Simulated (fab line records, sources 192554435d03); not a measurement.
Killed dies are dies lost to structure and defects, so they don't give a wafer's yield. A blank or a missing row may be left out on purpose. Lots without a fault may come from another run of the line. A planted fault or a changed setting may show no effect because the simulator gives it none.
One fault seen from 2 desks | flow n5_finfet | each desk has only its own numbers; what lay behind them comes last

THE TOOL OWNER'S DESK: litho_track-03
The tool's own readings at N5_BEOL_M11_COAT_05 (resist thk 90 nm): means of the sampled wafers that have a number, for each lot that ran on this tool. A lot is out of limits, marked OUT, if its mean lies more than 4 standard deviations from the usual mean; the brackets give that distance.
Columns: A = spin_speed_rpm at N5_BEOL_M11_COAT_05, usual 1499.9 rpm
lot  | first seen here | A
L448 | day 12 07:26    | 1501.0
L450 | day 12 21:54    | 1500.5
L452 | day 13 15:46    | 1318.2 (-99 or more) OUT
L453 | day 14 02:36    | 1318.8 (-99 or more) OUT
L469 | day 20 10:43    | 1498.6
This desk's finding: out of limits on L452, L453; first on L452, day 13 15:46 (spin_speed_rpm at N5_BEOL_M11_COAT_05). In limits: L448, L450, L469.

THE METROLOGY DESK
What the gauges read, lot by lot, whatever tool the lot ran on: means of the sampled wafers that have a number. A lot is out of limits, marked OUT, if its mean lies more than 4 standard deviations from the usual mean; the brackets give that distance.
Columns: A = M11_ILD_THK at N5_BEOL_M11_THK_MEAS_01, usual 267.8 nm; B = cd_nm at N5_BEOL_M11_CD_MEAS_11, usual 63.9 nm
lot  | first seen here | A     | B
L448 | day 12 06:18    | 270.3 | 64.0
L450 | day 12 20:22    | 269.9 | 64.0
L452 | day 13 15:20    | 265.6 | 63.6
L453 | day 14 02:14    | 267.5 | 64.0
L463 | day 17 19:10    | 266.2 | 64.0
L468 | day 18 22:44    | 268.0 | 64.0
L470 | day 19 01:43    | 269.7 | 63.8
L464 | day 19 03:26    | 266.6 | 64.3
L465 | day 19 12:53    | 265.2 | 64.0
L467 | day 19 21:59    | 269.2 | 64.1
L462 | day 19 22:49    | 269.4 | 63.5
L466 | day 20 09:34    | 266.1 | 63.3
L469 | day 20 10:18    | 266.5 | 63.9
This desk's finding: nothing out of limits on any of the 13 lots.

PUT TOGETHER
The tool owner's desk could have raised an alarm at day 13 15:46, on L452, L453.
The metrology desk saw nothing out of limits.
The metrology desk has L452, L453 on record, within its limits.
Of the lots named, all ran N5_BEOL_M11_COAT_05 on litho_track-03.

WHAT THE SIMULATOR HAD PUT IN
Process parameter drift: litho_track-03, from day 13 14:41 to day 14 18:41, at N5_BEOL_M11_COAT_05. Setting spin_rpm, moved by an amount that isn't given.
Lots struck among those shown: L452, L453.
Hours from the fault's start to each desk's first reading out of limits: the tool owner's desk, 1.
